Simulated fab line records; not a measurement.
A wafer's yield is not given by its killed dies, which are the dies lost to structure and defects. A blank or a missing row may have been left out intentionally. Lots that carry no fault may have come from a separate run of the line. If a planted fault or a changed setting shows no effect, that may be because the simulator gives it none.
Which tool was responsible? ; flow nand_harc ; route of 1159 steps, sampled at 1 step: 24 lots, 72 wafers

WHAT EACH GAUGE READ, for each wafer
NHARC_A_ONON_D1_THK_MEAS_11: measures by ellipsometry. Usual: thk_nm at 1002 nm, with a standard deviation of 7.
lot;measured;on;thk_nm (nm);flag
L074;day 7 02:26;film_metro-02;993 996 995;
L075;day 7 22:52;film_metro-01;995 995 996;
L078;day 8 13:04;film_metro-01;999 1000 1001;
L077;day 8 13:04;film_metro-02;1006 1008 1007;
L076;day 8 13:05;film_metro-01;1002 1003 1002;
L079;day 8 23:05;film_metro-01;1007 1008 1009;
L080;day 8 23:28;film_metro-01;1011 1009 1008;
L082;day 9 08:18;film_metro-02;1002 1001 1001;
L081;day 9 17:01;film_metro-01;993 991 991;
L084;day 10 04:14;film_metro-02;997 997 999;
L085;day 10 04:14;film_metro-01;987 991 990;
L083;day 10 04:22;film_metro-02;1000 1002 1002;
L086;day 10 16:15;film_metro-02;1012 1012 1011;
L087;day 10 16:23;film_metro-01;1011 1010 1012;
L089;day 11 03:11;film_metro-01;1003 1005 1004;
L088;day 11 03:11;film_metro-02;1003 1002 1002;
L090;day 12 01:05;film_metro-02;1006 1005 1006;
L092;day 12 01:06;film_metro-01;1003 1005 1003;
L091;day 12 01:07;film_metro-02;998 1000 999;
L093;day 12 09:05;film_metro-02;1006 1008 1006;
L094;day 12 15:51;film_metro-02;999 999 998;
L096;day 13 03:12;film_metro-01;992 993 994;
L095;day 13 03:13;film_metro-02;1018 1018 1017;
L097;day 13 03:20;film_metro-01;993 994 992;

WHICH TOOL RAN EACH LOT (tool, then ch and the chambers of the sampled wafers, then the start)
Before these readings, the record contains no process step.

WHAT THE TOOLS THEMSELVES READ (means of the sampled wafers that have a number; where no wafer has one, the mark that the record gives instead)
The record holds no such reading with a usual standard deviation.

THE ANSWER, worked out from the rows above alone
Rule: lot off if the mean of its wafers having a number is beyond 3 standard deviations from the usual mean. Also off: a lot with no number at a reading for which 4 or more lots have one. Any other lot the step has rows for is counted as sound. First the gauges in route order, then the tools' own readings, where a lot's mean is used as printed above. At the first step where some lot is off, the reading lying furthest off is the one used; lots without a number count as furthest.
Nothing can be told from this: no lot is off at any reading shown.

WHAT THE SIMULATOR PUT IN
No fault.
